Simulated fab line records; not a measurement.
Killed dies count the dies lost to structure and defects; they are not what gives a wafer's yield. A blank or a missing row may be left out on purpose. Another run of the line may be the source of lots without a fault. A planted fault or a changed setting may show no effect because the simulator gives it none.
Which tool was responsible? | flow nand harc | 18 wafers from 6 lots sampled at 5 of the route's 1302 steps

WHAT EACH GAUGE READ, for each wafer
NHARC_END_SORT_01.
lot  | measured     | on        | killed at other
L131 | day 29 17:02 | prober-01 | 2 1 1
L133 | day 30 07:48 | prober-02 | 0 0 0
L140 | day 33 06:58 | prober-02 | 4
L141 | day 33 12:17 | prober-01 | 1 0 0

WHICH TOOL RAN EACH LOT (tool, then ch and the chambers of the sampled wafers, then the start)
lot  | NHARC_A_CONTACT_ETCH_134             | NHARC_A_CONTACT_ETCH_135             | NHARC_A_CONTACT_ETCH_110           | NHARC_A_BLC_EXPOSE_07
L122 | har cap etch-01 ch 0,1, day 23 16:19 | har cap etch-01 ch 0,1, day 23 16:31 | rie diel-02 ch 0,1,2, day 23 18:44 | arfi scanner-03 ch 0, day 23 21:19
L123 | har cap etch-02 ch 0,1, day 24 13:25 | har cap etch-02 ch 0,1, day 24 13:37 | rie diel-01 ch 0,1,3, day 24 18:59 | arfi scanner-01 ch 0, day 24 22:22
L131 | har cap etch-02 ch 1, day 27 07:27   | har cap etch-02 ch 1, day 27 07:40   | rie diel-06 ch 0,2, day 27 09:46   | arfi scanner-01 ch 0, day 27 12:18
L133 | har cap etch-01 ch 0,1, day 28 05:13 | har cap etch-01 ch 0,1, day 28 05:26 | rie diel-02 ch 0,2,3, day 28 07:35 | arfi scanner-01 ch 0, day 28 10:17
L140 | har cap etch-01 ch 0,1, day 30 20:26 | har cap etch-01 ch 0,1, day 30 20:39 | rie diel-02 ch 1,2,3, day 30 22:49 | arfi scanner-03 ch 0, day 31 01:20
L141 | har cap etch-02 ch 0,1, day 31 09:52 | har cap etch-02 ch 0,1, day 31 10:04 | rie diel-02 ch 1,2, day 31 12:13   | arfi scanner-03 ch 0, day 31 14:44
- NHARC_A_CONTACT_ETCH_134: etches the open film in C4F8/O2/Ar, time 140 s, target depth 700 nm.
- NHARC_A_CONTACT_ETCH_135: etches the open film in C4F8/O2/Ar, time 311 s, target depth 1912 nm.
- NHARC_A_CONTACT_ETCH_110: etches the open film in CF4/O2, target depth 60 nm, overetch 6 nm, time 33 s.
- NHARC_A_BLC_EXPOSE_07: exposes mask A BLC, target cd 100 nm.

THE ANSWER, worked out from the rows above alone
Rule: the lots themselves supply what counts as usual. Put in order of their means at a reading, lots are off if they are a third of the lots or fewer, leave a main group of 4 or more, and stand apart from it by a gap of 3 or more times the standard deviation of the main group's means; of several such gaps the widest counts. A main group is skipped when, at the precision printed for the reading in the tables above, its means are all equal. A lot without any number at a reading at which 4 lots or more have one is off too. Where the step has rows for the other lots, those lots are counted as sound.
Across all readings shown, no lot is off: no conclusion can be drawn from this.

WHAT HAD BEEN PUT IN BY THE SIMULATOR
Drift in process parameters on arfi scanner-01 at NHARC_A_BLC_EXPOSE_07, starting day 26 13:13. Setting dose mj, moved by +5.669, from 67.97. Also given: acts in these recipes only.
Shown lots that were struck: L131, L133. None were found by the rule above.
